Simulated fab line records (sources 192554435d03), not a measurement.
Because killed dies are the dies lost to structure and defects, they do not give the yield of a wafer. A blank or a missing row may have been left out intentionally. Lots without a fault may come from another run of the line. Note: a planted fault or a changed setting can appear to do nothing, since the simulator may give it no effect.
Chamber matching || flow n5Finfet || N5_BEOL_M12_ETCH_68 on rieDiel-05 has 4 sister chambers
The step etches SOC in N2/H2, time 285 s. 8 wafers are shown with their chamber, then 7 later ones without.

## WAFERS PAIRED WITH THEIR CHAMBERS
{"wafer": "L083.4", "chamber": 0, "showerheadPlenumPTorr (Torr)": 2.57, "drypumpMotorCurrentA (A)": 5.7}
{"wafer": "L083.5", "chamber": 0, "showerheadPlenumPTorr (Torr)": 2.57, "drypumpMotorCurrentA (A)": 5.8}
{"wafer": "L083.6", "chamber": 1, "showerheadPlenumPTorr (Torr)": 2.45, "drypumpMotorCurrentA (A)": 5.9}
{"wafer": "L086.1", "chamber": 2, "showerheadPlenumPTorr (Torr)": 2.46, "drypumpMotorCurrentA (A)": 5.8}
{"wafer": "L086.4", "chamber": 3, "showerheadPlenumPTorr (Torr)": 2.61, "drypumpMotorCurrentA (A)": 6.3}
{"wafer": "L086.6", "chamber": 1, "showerheadPlenumPTorr (Torr)": 2.45, "drypumpMotorCurrentA (A)": 5.9}
{"wafer": "L088.1", "chamber": 3, "showerheadPlenumPTorr (Torr)": 2.61, "drypumpMotorCurrentA (A)": 6.3}
{"wafer": "L088.3", "chamber": 2, "showerheadPlenumPTorr (Torr)": 2.45, "drypumpMotorCurrentA (A)": 5.8}

## WAFERS WITH NO CHAMBER GIVEN
{"wafer": "L088.4", "showerheadPlenumPTorr (Torr)": 2.45, "drypumpMotorCurrentA (A)": 5.9}
{"wafer": "L093.1", "showerheadPlenumPTorr (Torr)": 2.44, "drypumpMotorCurrentA (A)": 5.9}
{"wafer": "L093.4", "showerheadPlenumPTorr (Torr)": 2.56, "drypumpMotorCurrentA (A)": 5.8}
{"wafer": "L093.6", "showerheadPlenumPTorr (Torr)": 2.60, "drypumpMotorCurrentA (A)": 6.2}
{"wafer": "L094.2", "showerheadPlenumPTorr (Torr)": 2.44, "drypumpMotorCurrentA (A)": 5.9}
{"wafer": "L094.3", "showerheadPlenumPTorr (Torr)": 2.60, "drypumpMotorCurrentA (A)": 6.3}
{"wafer": "L094.6", "showerheadPlenumPTorr (Torr)": 2.45, "drypumpMotorCurrentA (A)": 5.8}

## EACH ONE'S CHAMBER
{"wafer": "L088.4", "from the rows above": 1, "in truth": 1}
{"wafer": "L093.1", "from the rows above": 1, "in truth": 1}
{"wafer": "L093.4", "from the rows above": 0, "in truth": 0}
{"wafer": "L093.6", "from the rows above": 3, "in truth": 3}
{"wafer": "L094.2", "from the rows above": 1, "in truth": 1}
{"wafer": "L094.3", "from the rows above": 3, "in truth": 3}
{"wafer": "L094.6", "from the rows above": "can't be placed: 2 or 1", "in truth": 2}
Placed correctly: 6 of 7. Can't be placed from these rows: 1 (the true chamber is among the candidates in 1). Number placed wrongly: 0.
How it was worked out, from the rows above alone: a wafer's distance from a chamber is the root of the sum, over the readings, of the square of ((its reading less the chamber's mean) divided by the reading's scatter). The wafer belongs to the nearest chamber; if the next one is less than 2 further off, it can't be placed. For every chamber, the mean is computed from those of its wafers that are shown. How the scatter is found: for the shown wafers, subtract from each reading the mean of its chamber, square and add these, divide the total by (wafers less chambers), then take the root.
